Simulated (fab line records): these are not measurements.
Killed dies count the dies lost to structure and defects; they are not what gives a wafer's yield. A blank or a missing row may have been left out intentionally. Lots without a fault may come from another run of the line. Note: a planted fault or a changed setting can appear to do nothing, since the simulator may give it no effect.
Matching of chambers | flow n5-finfet | ald-sin-04 running N5_GATE_CUT_ALD_22: 4 sister chambers
The step deposits SiNx, target thk 16 nm, pulse time 1 s, ald cycles 320. 16 wafers are shown with their chamber, then 8 later ones without.

## WAFERS PAIRED WITH THEIR CHAMBERS
wafer  | chamber | heater-power-w (W) | precursor-pulse-height-rel | chamber-pressure-Torr (Torr)
L074.3 | 1       | 813                | 1.016                      | 1.992
L074.4 | 0       | 822                | 0.952                      | 1.996
L074.5 | 3       | 866                | 1.019                      | 2.002
L077.1 | 3       | 888                | 1.000                      | 1.994
L077.3 | 1       | 803                | 0.987                      | 2.004
L077.6 | 2       | 833                | 0.988                      | 2.000
L080.1 | 2       | 840                | 0.993                      | 2.002
L080.3 | 1       | 802                | 0.998                      | 1.998
L080.5 | 2       | 846                | 1.028                      | 2.001
L086.1 | 2       | 844                | 0.999                      | 2.007
L086.2 | 0       | 839                | 1.020                      | 1.999
L086.3 | 1       | 810                | 1.024                      | 1.999
L088.1 | 2       | 850                | 1.013                      | 2.002
L088.4 | 1       | 796                | 1.037                      | 2.000
L088.6 | 0       | 833                | 0.968                      | 2.003
L093.1 | 3       | 846                | 1.012                      | 2.001

SIGNATURES, as means of the wafers listed above
reading                    | chamber 0 | chamber 1 | chamber 2 | chamber 3 | scatter within a chamber
heater-power-w             | 831.33    | 804.80    | 842.60    | 866.67    | 10.7
precursor-pulse-height-rel | 0.98000   | 1.01240   | 1.00420   | 1.01033   | 0.0212
chamber-pressure-Torr      | 1.99933   | 1.99860   | 2.00240   | 1.99900   | 0.00373
Rule: a wafer lies at a distance from a chamber equal to the root of the sum of squares, over the readings, of (its reading less the chamber's mean, divided by the reading's scatter). The wafer belongs to the nearest chamber; if the next one is less than 2 further off, it can't be placed. The scatter is the square root of a quotient: the sum, over the shown wafers, of each reading's squared deviation from its chamber's mean, divided by wafers minus chambers.

## WAFERS WITH NO CHAMBER GIVEN
wafer  | heater-power-w (W) | precursor-pulse-height-rel | chamber-pressure-Torr (Torr)
L093.4 | 785                | 0.973                      | 1.996
L093.6 | 784                | 0.999                      | 2.000
L094.1 | 842                | 1.004                      | 2.002
L094.3 | 861                | 1.004                      | 1.998
L094.4 | 750                | 0.999                      | 2.001
L095.2 | 870                | 1.014                      | 1.993
L095.3 | 824                | 0.962                      | 1.998
L095.4 | 778                | 0.986                      | 1.998

## WHICH CHAMBER EACH ONE RAN IN
wafer  | from the rows above          | in truth
L093.4 | can't be placed: 1 or 0      | 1
L093.6 | 1                            | 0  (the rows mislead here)
L094.1 | can't be placed: 2 or 0      | 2
L094.3 | can't be placed: 3 or 2      | 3
L094.4 | 1                            | 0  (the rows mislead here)
L095.2 | can't be placed: 3 or 2      | 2
L095.3 | can't be placed: 0 or 2 or 1 | 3
L095.4 | 1                            | 1
1 of 8 placed correctly. Unplaceable from these rows: 5, with the true chamber sitting among the candidates in 4. Placed wrongly: 2.
